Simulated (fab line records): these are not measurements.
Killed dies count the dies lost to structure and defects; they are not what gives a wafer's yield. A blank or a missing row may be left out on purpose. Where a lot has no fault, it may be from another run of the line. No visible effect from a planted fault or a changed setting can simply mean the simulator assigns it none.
Chamber matching -- flow n5 finfet -- rie diel-01 running N5_BEOL_M4_DESCUM_33: 4 sister chambers
The step chemistry O2, time 7 s. 18 wafers are shown with their chamber, then 9 later ones without.

WAFERS, EACH WITH ITS CHAMBER
wafer,chamber,drypump motor current A (A),showerhead plenum p Torr (Torr),throttle valve pct (%)
L074.1,1,5.6,2.10,20.69
L074.3,3,5.2,2.10,20.71
L074.5,2,5.0,2.15,20.40
L081.1,0,6.5,2.04,20.35
L081.2,1,5.6,2.09,20.70
L081.3,3,5.2,2.09,20.74
L081.4,1,5.7,2.09,20.70
L081.5,0,6.5,2.04,20.34
L081.6,3,5.2,2.09,20.75
L089.2,2,5.0,2.14,20.06
L089.3,0,6.5,2.03,20.38
L089.5,3,5.2,2.08,20.77
L092.1,3,5.2,2.08,20.78
L092.2,1,5.7,2.08,20.77
L092.6,0,6.5,2.03,20.39
L094.1,0,6.5,2.03,20.39
L094.2,2,5.0,2.14,20.07
L094.3,1,5.7,2.08,20.75

SIGNATURES (averages over the wafers above)
reading,chamber 0,chamber 1,chamber 2,chamber 3,scatter within a chamber
drypump motor current A,6.500,5.660,5.000,5.200,0.0293
showerhead plenum p Torr,2.0340,2.0880,2.1433,2.0880,0.0073
throttle valve pct,20.3700,20.7220,20.1767,20.7500,0.078
Rule: distance of a wafer from a chamber = root of the sum over the readings of ((wafer's reading minus chamber's mean) / reading's scatter) squared. If the next closest chamber is less than 2 further off than the closest, the wafer can't be placed; otherwise it belongs to the closest. The scatter is the square root of a quotient: the sum, over the shown wafers, of each reading's squared deviation from its chamber's mean, divided by wafers minus chambers.

WAFERS WITHOUT THEIR CHAMBER
wafer,drypump motor current A (A),showerhead plenum p Torr (Torr),throttle valve pct (%)
L091.1,5.2,2.08,20.80
L091.3,5.7,2.08,20.76
L091.6,5.0,2.14,20.08
L097.1,6.5,2.02,20.40
L097.2,5.0,2.14,20.10
L097.5,6.5,2.02,20.43
L096.2,6.5,2.02,20.39
L096.3,5.7,2.08,20.75
L096.6,6.5,2.02,20.41

WHICH CHAMBER EACH ONE RAN IN
wafer,from the rows above,in truth
L091.1,3,3
L091.3,1,1
L091.6,2,2
L097.1,0,0
L097.2,2,2
L097.5,0,0
L096.2,0,0
L096.3,1,1
L096.6,0,0
Placed correctly: 9 of 9. Number that these rows cannot place: 0. Wrongly placed: 0.
